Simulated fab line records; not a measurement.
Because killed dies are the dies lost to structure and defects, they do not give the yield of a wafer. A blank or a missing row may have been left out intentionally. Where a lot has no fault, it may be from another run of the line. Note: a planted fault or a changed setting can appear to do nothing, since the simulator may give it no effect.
Which tool was responsible? | flow nand_harc | Sampling: 11 lots, 33 wafers, 5 of 1302 route steps

WHAT THE GAUGES SHOWED, per wafer
NHARC_END_SORT_01.
lot  | measured     | on        | killed_at_array | killed_at_other | killed_at_periphery | killed_dies | killed_open | killed_short
L154 | day 25 06:15 | prober-02 | 27 30 26        | 0 0 0           | 8 7 1               | 35 37 27    | 4 1 2       | 1 7 1
L162 | day 27 16:05 | prober-01 | 46 58 662       | 0 2 1           | 10 4 14             | 56 64 677   | 6 2 6       | 2 2 2
L172 | day 31 06:23 | prober-01 | 52 46 35        | 1 3 0           | 4 8 9               | 57 57 44    | 5 6 2       | 2 7 2

WHAT TOOL EACH LOT RAN ON (gives the tool, then ch and the chambers of the sampled wafers, and finally the start)
lot  | NHARC_A_CONTACT_ETCH_75            | NHARC_A_CONTACT_ETCH_76                       | NHARC_A_CONTACT_ETCH_132             | NHARC_A_CONTACT_ETCH_97
L154 | rie_diel-07 ch 0,1, day 22 15:59   | rie_diel-07 ch 0,3, day 22 18:58 or earlier   | har_cap_etch-03 ch 0,1, day 22 18:58 | rie_diel-07 ch 1,2, day 22 19:59
L155 | rie_diel-04 ch 0,1,2, day 22 16:11 | rie_diel-04 ch 1,2, day 22 19:08 or earlier   | har_cap_etch-02 ch 0,1, day 22 19:08 | rie_diel-07 ch 0,1,3, day 22 20:12
L158 | rie_diel-13 ch 0,1,2, day 23 09:13 | rie_diel-13 ch 0,1,3, day 23 12:36 or earlier | har_cap_etch-03 ch 0,1, day 23 12:36 | rie_diel-04 ch 0,1,3, day 23 13:52
L161 | rie_diel-07 ch 1,2, day 24 14:50   | rie_diel-07 ch 2,3, day 24 17:43 or earlier   | har_cap_etch-02 ch 0,1, day 24 17:43 | rie_diel-07 ch 0,2, day 24 18:48
L162 | rie_diel-13 ch 0,2, day 25 04:58   | rie_diel-13 ch 0,2,3, day 25 07:55 or earlier | har_cap_etch-02 ch 0,1, day 25 07:55 | rie_diel-07 ch 0,1,3, day 25 09:01
L172 | rie_diel-13 ch 0,2,3, day 28 16:34 | rie_diel-13 ch 0,1,3, day 28 19:28 or earlier | har_cap_etch-02 ch 0,1, day 28 19:28 | rie_diel-04 ch 0,1, day 28 20:32
L171 | rie_diel-07 ch 1,2,3, day 28 19:51 | rie_diel-07 ch 0,1,3, day 28 23:12 or earlier | har_cap_etch-03 ch 0,1, day 28 23:12 | rie_diel-13 ch 0,2,3, day 29 00:30
L173 | rie_diel-07 ch 0,2,3, day 29 22:29 | rie_diel-07 ch 0,1,2, day 30 01:22 or earlier | har_cap_etch-03 ch 0,1, day 30 01:22 | rie_diel-07 ch 0,1,2, day 30 02:28
L174 | rie_diel-07 ch 0,3, day 30 05:28   | rie_diel-07 ch 0,1,3, day 30 08:22 or earlier | har_cap_etch-02 ch 0,1, day 30 08:22 | rie_diel-07 ch 0,2,3, day 30 09:29
L175 | rie_diel-13 ch 0,1,3, day 31 02:53 | rie_diel-13 ch 0,2,3, day 31 05:47 or earlier | har_cap_etch-01 ch 0,1, day 31 05:47 | rie_diel-07 ch 1,2,3, day 31 06:52
L177 | rie_diel-07 ch 0,1,2, day 31 14:13 | rie_diel-07 ch 0,1,2, day 31 17:06 or earlier | har_cap_etch-03 ch 0,1, day 31 17:06 | rie_diel-07 ch 1,2,3, day 31 18:13
- NHARC_A_CONTACT_ETCH_75: etches the open film in CF4, target depth 39 nm, time 65 s.
- NHARC_A_CONTACT_ETCH_76: etches the open film in N2/H2, target depth 260 nm, time 475.3 s.
- NHARC_A_CONTACT_ETCH_132: etches the open film in C4F8/O2/Ar, time 197 s, target depth 1924 nm.
- NHARC_A_CONTACT_ETCH_97: etches the open film in C4F6/O2, target depth 20 nm, time 10 s.

WHAT THE TOOLS THEMSELVES READ (means of the sampled wafers that have a number; where no wafer has one, the mark that the record gives instead)
NHARC_A_CONTACT_ETCH_75.
lot  | tool        | drypump_motor_current_A (A) | mfc_ar_sccm (sccm) | oes_product_au (a.u.) | rf_vpp_V (V) | showerhead_plenum_p_Torr (Torr) | throttle_valve_pct (%)
L154 | rie_diel-07 | 5.5                         | 0.006              | 1.006                 | 150.7        | 1.71                            | 13.280
L155 | rie_diel-04 | 5.3                         | 0.019              | 0.993                 | 152.3        | 1.81                            | 13.274
L158 | rie_diel-13 | 5.6                         | 0.000              | 1.011                 | 151.0        | 1.69                            | 13.282
L161 | rie_diel-07 | 5.7                         | 0.005              | 1.018                 | 149.7        | 1.68                            | 13.287
L162 | rie_diel-13 | 5.3                         | 0.000              | 1.013                 | 150.6        | 1.66                            | 13.272
L172 | rie_diel-13 | 5.8                         | 0.000              | 1.006                 | 150.4        | 1.68                            | 13.283
L171 | rie_diel-07 | 5.4                         | 0.005              | 1.010                 | 151.3        | 1.80                            | 13.288
L173 | rie_diel-07 | 5.1                         | 0.011              | 1.004                 | 151.8        | 1.78                            | 13.280
L174 | rie_diel-07 | 5.0                         | 0.006              | 1.003                 | 150.7        | 1.77                            | 13.284
L175 | rie_diel-13 | 6.1                         | 0.000              | 1.004                 | 151.0        | 1.71                            | 13.289
L177 | rie_diel-07 | 5.3                         | 0.011              | 1.007                 | 152.4        | 1.83                            | 13.278

NHARC_A_CONTACT_ETCH_76.
lot  | tool        | drypump_motor_current_A (A) | mfc_ar_sccm (sccm) | n2_flow_sccm (sccm) | oes_product_au (a.u.) | rf_vpp_V (V) | showerhead_plenum_p_Torr (Torr) | throttle_valve_pct (%)
L154 | rie_diel-07 | 5.0                         | 0.006              | 150.2               | 0.996                 | 430.7        | 2.06                            | 14.168
L155 | rie_diel-04 | 5.3                         | 0.008              | 149.4               | 0.995                 | 430.8        | 2.05                            | 14.185
L158 | rie_diel-13 | 6.1                         | 0.000              | 149.9               | 1.010                 | 429.8        | 1.98                            | 14.172
L161 | rie_diel-07 | 5.3                         | 0.010              | 150.2               | 1.015                 | 428.9        | 2.02                            | 14.172
L162 | rie_diel-13 | 5.8                         | 0.000              | 150.0               | 1.005                 | 428.4        | 1.95                            | 14.166
L172 | rie_diel-13 | 6.1                         | 0.000              | 150.2               | 1.001                 | 428.0        | 1.97                            | 14.170
L171 | rie_diel-07 | 5.3                         | 0.006              | 149.9               | 1.003                 | 432.2        | 2.12                            | 14.181
L173 | rie_diel-07 | 5.3                         | 0.011              | 150.3               | 1.008                 | 433.0        | 2.12                            | 14.164
L174 | rie_diel-07 | 5.2                         | 0.006              | 150.3               | 1.005                 | 433.0        | 2.12                            | 14.179
L175 | rie_diel-13 | 5.8                         | 0.000              | 149.5               | 1.014                 | 427.7        | 1.93                            | 14.176
L177 | rie_diel-07 | 5.3                         | 0.011              | 150.1               | 0.998                 | 432.9        | 2.12                            | 14.163

NHARC_A_CONTACT_ETCH_97.
lot  | tool        | drypump_motor_current_A (A) | mfc_ar_sccm (sccm) | oes_product_au (a.u.) | rf_vpp_V (V) | showerhead_plenum_p_Torr (Torr) | throttle_valve_pct (%)
L154 | rie_diel-07 | 5.5                         | 500.1              | 0.960                 | 544          | 3.83                            | 26.900
L155 | rie_diel-07 | 5.2                         | 501.7              | 1.002                 | 546          | 3.87                            | 26.906
L158 | rie_diel-04 | 5.2                         | 498.8              | 1.000                 | 547          | 3.92                            | 26.909
L161 | rie_diel-07 | 5.0                         | 501.2              | 0.956                 | 548          | 4.02                            | 26.905
L162 | rie_diel-07 | 5.2                         | 499.7              | 0.903                 | 546          | 3.86                            | 26.909
L172 | rie_diel-04 | 4.8                         | 500.2              | 0.946                 | 546          | 3.89                            | 26.904
L171 | rie_diel-13 | 5.9                         | 499.3              | 0.949                 | 543          | 3.74                            | 26.904
L173 | rie_diel-07 | 5.3                         | 500.5              | 0.942                 | 549          | 4.06                            | 26.903
L174 | rie_diel-07 | 5.1                         | 498.7              | 0.967                 | 547          | 3.94                            | 26.900
L175 | rie_diel-07 | 5.4                         | 501.1              | 0.949                 | 548          | 3.99                            | 26.908
L177 | rie_diel-07 | 5.4                         | 501.5              | 0.949                 | 548          | 3.99                            | 26.896

THE ANSWER, worked out from the rows above alone
Rule: what is usual is taken from the lots themselves. The widest of any qualifying gaps counts: lots, ordered by their means at a reading, are off when they make up no more than a third of the lots, leave a main group of 4 or more, and stand apart from it by 3 or more times the standard deviation of that group's means. A main group is skipped when, at the precision printed for the reading in the tables above, its means are all equal. Also off: a lot with no number at a reading for which 4 or more lots have one. Any other lot the step has rows for is counted as sound. After the gauges, taken in route order, come the tools' own readings; for these a lot's mean is taken, as printed above. At the first step where some lot is off, the reading lying furthest off is the one used; lots without a number count as furthest.
None of the lots is off at any reading shown; this tells nothing.

WHAT THE SIMULATOR HAD INSERTED
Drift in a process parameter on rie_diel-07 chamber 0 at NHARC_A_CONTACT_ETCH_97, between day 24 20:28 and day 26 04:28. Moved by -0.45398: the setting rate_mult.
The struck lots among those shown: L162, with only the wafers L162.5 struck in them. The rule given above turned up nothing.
